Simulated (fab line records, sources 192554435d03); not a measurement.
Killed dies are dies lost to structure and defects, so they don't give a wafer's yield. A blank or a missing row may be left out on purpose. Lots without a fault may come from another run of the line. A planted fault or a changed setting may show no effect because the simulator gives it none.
fab line records | flow n5_finfet
record lots=10 wafers=30 last_day=17
route steps=1938 shown BEOL_M12@1648 BEOL_M13@1672
lots that met no fault: from a run of the same line without faults
start_h: hours from the record's first day to the start of the lot's first wafer shown | wait_h: hours since the lot's step before | " the same as in the row above | L1.1+2: a row that stands for several wafers | - no value, or no start given | * or withheld: withheld | < > ~ a bound
route shown NAME@n: a module of which the file shows steps, and the number in the route of the first | usual: mean/standard deviation of fault-free wafers | same: alike in all rows | chamber/n: place in a boat | sites: the reading at each site | _std_site: their standard deviation | _edge_site: outer sites' mean less inner sites' | radius_mm: how far each site lies from the wafer's centre | mask NAME#n: copy n | behind: the tool/chamber that last shaped the wafer | hold: why the lot was held/for how many hours/how that ended | device: the transistor (n, p or np) that didn't switch | end of line: the same wafers' tests at the end of the route | a step without rows: its recipe alone | killed: dies lost to structure and defects at the first sort, not the wafer's yield | map: a wafer's dies, x killed, . not, _ none there
set.NAME: the setting as run; set.NAME@STEP: as run at that earlier step | model.NAME: the simulator's own value behind a step, which no gauge read
steps of the route over a sample of lots; a table a step, a row a wafer
services: from which hour (start_h, from the record's first day; less than 0 if before it) a tool's chamber was out of use, for how many hours, and why
## steps
# step N5_BEOL_M12_SPUTTER_43
# recipe material=TaN target_thk_a=150 temp_c=50 bias_v=168.6 power_w=15000 chamber_pressure_pa=0.12 time_s=24.19
# usual throttle_valve_pct=30.3/1.1
# columns lot.wafer tool chamber start_h wait_h throttle_valve_pct
L578.1 pvd_sputter-02 - 230.65 0.0 28.8
L578.4 " - " " 30.5
L578.6 " - " " 31.5
L577.1 pvd_sputter-02 - 235.92 0.0 28.9
L577.3 " - " " 29.8
L577.6 " - " " 30.0
L579.2 pvd_sputter-02 - 255.00 0.0 31.4
L579.3 " - " " 29.2
L579.5 " - " " 30.3
L582.1 pvd_sputter-02 - 264.19 0.0 29.0
L582.4 " - " " 31.7
L582.5 " - " " 29.9
L588.1 pvd_sputter-02 - 307.51 0.0 30.6
L588.2 " - " " 29.1
L588.4 " - " " 31.5
L591.2 pvd_sputter-01 - 326.63 0.0 31.1
L591.5 " - " " 31.1
L591.6 " - " " 31.4
L595.2 pvd_sputter-02 - 341.84 0.0 30.0
L595.5 " - " " 30.4
L595.6 " - " " 28.8
L597.1 pvd_sputter-02 - 349.94 0.0 30.0
L597.2 " - " " 30.4
L597.6 " - " " 30.3
L598.1 pvd_sputter-03 - 371.55 0.0 31.7
L598.2 " - " " 30.1
L598.5 " - " " 31.8
L599.1 pvd_sputter-03 - 372.01 0.0 31.7
L599.2 " - " " 30.4
L599.5 " - " " 32.0
# step N5_BEOL_M12_RS_MEAS_54
# recipe thk_meas_gauge=four-point-probe reads=Cu_of_BEOL_M12_ECD_47+Ta_of_BEOL_M12_SPUTTER_44+TaN_of_BEOL_M12_SPUTTER_43
# usual M12_RS=0.0600/0.00097
# columns lot.wafer tool chamber start_h wait_h M12_RS[ohm/sq]
L578.1 film_metro-01 - 231.78 0.0 0.0580
L578.4 " - " " 0.0609
L578.6 " - " " 0.0609
L577.1 film_metro-02 - 237.06 0.0 0.0573
L577.3 " - " " 0.0603
L577.6 " - " " 0.0604
L579.2 film_metro-01 - 256.14 0.0 0.0596
L579.3 " - " " 0.0583
L579.5 " - " " 0.0602
L582.1 film_metro-02 - 265.37 0.1 0.0611
L582.4 " - " " 0.0601
L582.5 " - " " 0.0590
L588.1 film_metro-01 - 308.78 0.0 0.0600
L588.2 " - " " 0.0591
L588.4 " - " " 0.0611
L591.2 film_metro-01 - 328.15 0.0 0.0597
L591.5 " - " " 0.0606
L591.6 " - " " 0.0617
L595.2 film_metro-02 - 342.99 0.0 0.0583
L595.5 " - " " 0.0587
L595.6 " - " " 0.0609
L597.1 film_metro-01 - 351.07 0.0 0.0606
L597.2 " - " " 0.0599
L597.6 " - " " 0.0605
L598.1 film_metro-01 - 372.69 0.0 0.0613
L598.2 " - " " 0.0590
L598.5 " - " " 0.0601
L599.1 film_metro-01 - 373.15 0.0 0.0585
L599.2 " - " " 0.0604
L599.5 " - " " 0.0582
# step N5_BEOL_M13_DESCUM_15
# recipe chemistry=O2 time_s=7.9 source_power_w=50 bias_power_w=20 pressure_mtorr=20 rf_frequency_hz=2.712e+07 temp_c=40 o2_flow_sccm=225
# usual drypump_motor_current_A=5.5/0.47 oes_product_au=0.80/0.095 rf_vpp_V=243.6/1.2 showerhead_plenum_p_Torr=2.11/0.063 throttle_valve_pct=20.29/0.28
# columns lot.wafer tool chamber start_h wait_h drypump_motor_current_A oes_product_au rf_hours_counter_h rf_vpp_V showerhead_plenum_p_Torr throttle_valve_pct
L578.1 rie_diel-02 0 232.51 0.0 6.5 0.95 8 244.2 2.13 19.77
L578.4 " 1 " " 5.6 0.74 176 245.1 2.17 20.56
L578.6 " 2 " " 5.1 0.72 - 243.4 2.07 20.33
L577.1 rie_diel-02 2 237.90 0.3 5.1 0.71 225 244.6 2.07 20.35
L577.3 " 3 " " 5.0 0.83 60 242.6 2.03 20.40
L577.6 " 3 " " 4.9 0.85 - 242.9 2.03 20.41
L579.2 rie_diel-02 1 257.08 0.2 5.6 0.73 185 244.8 2.16 20.57
L579.3 " 0 " " 6.5 0.93 13 242.8 2.13 19.76
L579.5 " 3 " " 5.0 0.83 - 242.6 2.03 20.41
L582.1 rie_diel-02 2 266.24 0.1 5.1 0.70 235 244.3 2.07 20.36
L582.4 " 3 " " 4.9 0.83 - 241.0 2.03 20.42
L582.5 " 0 " " 6.5 0.92 - 245.0 2.13 19.77
L588.1 rie_diel-02 3 309.73 0.3 5.0 0.82 84 242.8 2.02 20.44
L588.2 " 1 " " 5.6 0.72 197 243.0 2.16 20.60
L588.4 " 2 " " 5.1 0.69 249 241.7 2.06 20.40
L591.2 rie_diel-01 3 328.75 0.0 5.7 0.67 239 245.2 2.14 20.38
L591.5 " 2 " " 5.4 0.68 - 243.0 2.07 20.62
L591.6 " 1 " " 6.0 0.88 - 242.6 2.04 19.91
L595.2 rie_diel-01 3 343.71 0.0 5.7 0.68 244 244.4 2.14 20.39
L595.5 " 2 " " 5.4 0.67 - 243.0 2.07 20.66
L595.6 " 1 " " 6.0 0.88 - 242.6 2.04 19.93
L597.1 rie_diel-04 1 351.68 0.0 5.1 0.90 47 243.4 2.11 20.00
L597.2 " 2 " " 4.7 0.82 77 244.8 2.19 20.23
L597.6 " 2 " " 4.8 0.82 - 245.0 2.19 20.24
L598.1 rie_diel-02 2 373.68 0.4 5.1 0.96 13 242.2 2.06 20.05
L598.2 " 3 " " 4.9 0.79 105 242.9 2.01 20.47
L598.5 " 2 " " 5.1 0.97 - 243.5 2.06 20.05
L599.1 rie_diel-01 2 373.76 0.0 5.4 0.67 239 242.7 2.06 20.66
L599.2 " 0 " " 5.3 0.76 139 244.9 2.19 20.52
L599.5 " 1 " " 6.0 0.86 - 242.6 2.04 19.93
# step N5_BEOL_M13_ETCH_59
# recipe chemistry=N2/H2 target=BARC target_depth_a=890 overetch_a=267 time_s=67.9 ion_energy_ev=200 pressure_mtorr=30 source_w=840 bias_w=150 n2_flow_sccm=200 h2_flow_sccm=200
# usual drypump_motor_current_A=5.5/0.48 oes_product_au=0.68/0.077 rf_vpp_V=524.5/2.3 run_length_s=91.3/0.49 showerhead_plenum_p_Torr=2.57/0.078 throttle_valve_pct=17.77/0.29
# columns lot.wafer tool chamber start_h wait_h drypump_motor_current_A oes_product_au rf_hours_counter_h rf_vpp_V run_length_s showerhead_plenum_p_Torr throttle_valve_pct
L578.1 rie_diel-02 0 232.55 0.0 6.5 0.79 8 524.4 91.6 2.61 17.40
L578.4 " 1 " " 5.6 0.62 176 526.6 90.9 2.61 17.84
L578.6 " 2 " " 5.1 0.60 - 522.4 91.4 2.53 17.90
L577.1 rie_diel-02 2 237.94 0.0 5.1 0.61 225 524.1 91.3 2.53 17.88
L577.3 " 3 " " 5.0 0.72 60 522.6 91.1 2.48 18.00
L577.6 " 3 " " 5.0 0.72 - 521.8 91.1 2.48 17.99
L579.2 rie_diel-02 1 257.11 0.0 5.6 0.62 185 526.4 90.9 2.61 17.86
L579.3 " 0 " " 6.5 0.78 13 525.7 91.9 2.60 17.40
L579.5 " 3 " " 5.0 0.71 - 523.4 90.9 2.47 18.01
L582.1 rie_diel-02 2 266.28 0.0 5.1 0.59 235 522.9 91.0 2.52 17.90
L582.4 " 3 " " 5.0 0.83 - 522.8 80.4 2.47 18.06
L582.5 " 0 " " 6.5 0.78 - 525.6 92.2 2.60 17.41
L588.1 rie_diel-02 3 309.76 0.0 4.9 0.69 84 521.8 91.2 2.47 18.04
L588.2 " 1 " " 5.6 0.72 197 524.7 80.3 2.60 17.93
L588.4 " 2 " " 5.1 0.67 249 523.3 80.8 2.52 17.97
L591.2 rie_diel-01 3 328.78 0.0 5.7 0.57 239 525.9 91.7 2.60 17.79
L591.5 " 2 " " 5.4 0.59 - 523.1 90.6 2.53 18.26
L591.6 " 1 " " 6.0 0.75 - 521.0 90.5 2.46 17.24
L595.2 rie_diel-01 3 343.75 0.0 5.7 0.57 244 524.7 91.7 2.60 17.81
L595.5 " 2 " " 5.4 0.58 - 521.0 90.6 2.53 18.26
L595.6 " 1 " " 6.0 0.75 - 521.7 90.7 2.46 17.24
L597.1 rie_diel-04 1 351.71 0.0 5.1 0.75 47 523.9 91.1 2.59 17.60
L597.2 " 2 " " 4.7 0.70 77 526.9 92.4 2.69 17.84
L597.6 " 2 " " 4.7 0.70 - 528.1 91.6 2.69 17.84
L598.1 rie_diel-02 2 373.71 0.0 5.1 0.81 13 523.7 91.7 2.51 17.55
L598.2 " 3 " " 5.0 0.68 105 522.2 90.9 2.46 18.08
L598.5 " 2 " " 5.1 0.81 - 522.8 91.2 2.51 17.56
L599.1 rie_diel-01 2 373.79 0.0 5.4 0.58 239 523.1 91.0 2.53 18.28
L599.2 " 0 " " 5.3 0.66 139 526.8 91.6 2.66 17.94
L599.5 " 1 " " 6.0 0.74 - 522.6 90.6 2.45 17.26
# step N5_BEOL_M13_STRIP_63
# recipe chemistry=N2/H2 power_w=1000 temp_c=250 h2_frac=0.65 overash_fraction=0.3 pressure_mtorr=1000 n2_flow_sccm=1750 h2_flow_sccm=3250
# usual drypump_motor_current_A=5.40/0.16 heater_power_w=342/35 oes_product_au=0.674/0.0049 strip_time_to_endpoint_s=27.4/1.2
# columns lot.wafer tool chamber start_h wait_h drypump_motor_current_A heater_power_w oes_product_au rf_hours_counter_h strip_time_to_endpoint_s
L578.1 plasma_asher-02 0 232.84 - 5.52 378 0.675 114 26.5
L578.4 " 0 " " 5.52 372 0.676 - 26.0
L578.6 " 1 " " 5.32 285 0.676 - 26.7
L577.1 plasma_asher-02 1 238.23 - 5.29 293 0.681 115 30.6
L577.3 " 1 " " 5.28 301 0.668 - 28.8
L577.6 " 1 " " 5.30 302 0.678 - 27.2
L579.2 plasma_asher-01 1 257.40 - 5.59 365 0.675 76 27.4
L579.3 " 0 " " 5.16 330 0.676 - 27.9
L579.5 " 1 " " 5.59 377 0.672 - 27.3
L582.1 plasma_asher-02 1 266.57 - 5.30 299 0.677 122 28.8
L582.4 " 1 " " 5.28 296 0.678 - 30.6
L582.5 " 1 " " 5.30 296 0.679 - 26.4
L588.1 plasma_asher-01 0 310.05 - 5.18 326 0.664 86 27.5
L588.2 " 1 " " 5.61 380 0.676 86 31.3
L588.4 " 0 " " 5.17 320 0.686 - 30.7
L591.2 plasma_asher-02 1 329.07 - 5.29 299 0.681 133 27.6
L591.5 " 0 " " 5.51 384 0.667 - 26.8
L591.6 " 1 " " 5.33 297 0.667 - 24.5
L595.2 plasma_asher-02 1 344.04 - 5.32 291 0.664 137 27.5
L595.5 " 0 " " 5.53 378 0.673 - 29.1
L595.6 " 1 " " 5.34 298 0.672 - 27.0
L597.1 plasma_asher-02 1 352.00 - 5.28 294 0.680 138 28.9
L597.2 " 0 " " 5.54 373 0.676 138 27.1
L597.6 " 1 " " 5.34 297 0.674 - 27.3
L598.1 plasma_asher-01 0 374.01 - 5.17 318 0.675 98 28.4
L598.2 " 1 " " 5.58 375 0.676 98 28.0
L598.5 " 0 " " 5.19 327 0.673 - 28.0
L599.1 plasma_asher-01 1 374.13 - 5.58 383 0.673 98 29.6
L599.2 " 0 " " 5.18 329 0.675 98 27.7
L599.5 " 0 " " 5.19 320 0.676 - 26.4
## services
# columns tool chamber start_h hours kind
plasma_asher-01 - 218.64 0.6 repair
rie_diel-02 0 227.10 2.8 repair
plasma_asher-02 - 247.42 3.9 repair
rie_diel-02 1 264.14 12.0 repair
pvd_sputter-01 - 290.79 0.8 repair
pvd_sputter-01 - 294.87 7.9 repair
rie_diel-04 3 301.14 - clean
rie_diel-04 3 301.14 - consumable_replace:focus_ring
rie_diel-04 3 301.14 - consumable_replace:showerhead
rie_diel-04 3 301.14 14.8 scheduled_down
rie_diel-04 3 301.14 14.8 vent_cycle
rie_diel-02 2 311.35 - clean
rie_diel-02 2 311.35 - consumable_replace:focus_ring
rie_diel-02 2 311.35 23.3 scheduled_down
rie_diel-02 2 311.35 23.3 vent_cycle
pvd_sputter-02 - 330.33 4.9 repair
plasma_asher-01 - 354.46 7.5 repair
rie_diel-01 3 364.43 - clean
rie_diel-01 3 364.43 - consumable_replace:focus_ring
## key
first_sign step=N5_BEOL_M13_ETCH_59 reading=run_length_s direction=down sigmas=22 usual=* struck=*
effect step=N5_BEOL_M13_STRIP_63 reading=strip_time_to_endpoint_s direction=up sigmas=3 usual=* struck=*
met_at N5_BEOL_M13_ETCH_59
struck_lots L582,L588
struck_wafers L582.4,L588.2,L588.4
not_acting_at N5_BEOL_M12_SPUTTER_43,N5_BEOL_M12_RS_MEAS_54,N5_BEOL_M13_DESCUM_15
onset_between 257.11 266.28
fault kind=process_parameter_drift tool=rie_diel-02 chamber=- onset_h=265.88 steps=N5_BEOL_M13_ETCH_59 channel=time_s offset=* shape=step end_h=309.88 scope=struck_wafers_only acts_in=* stated=*
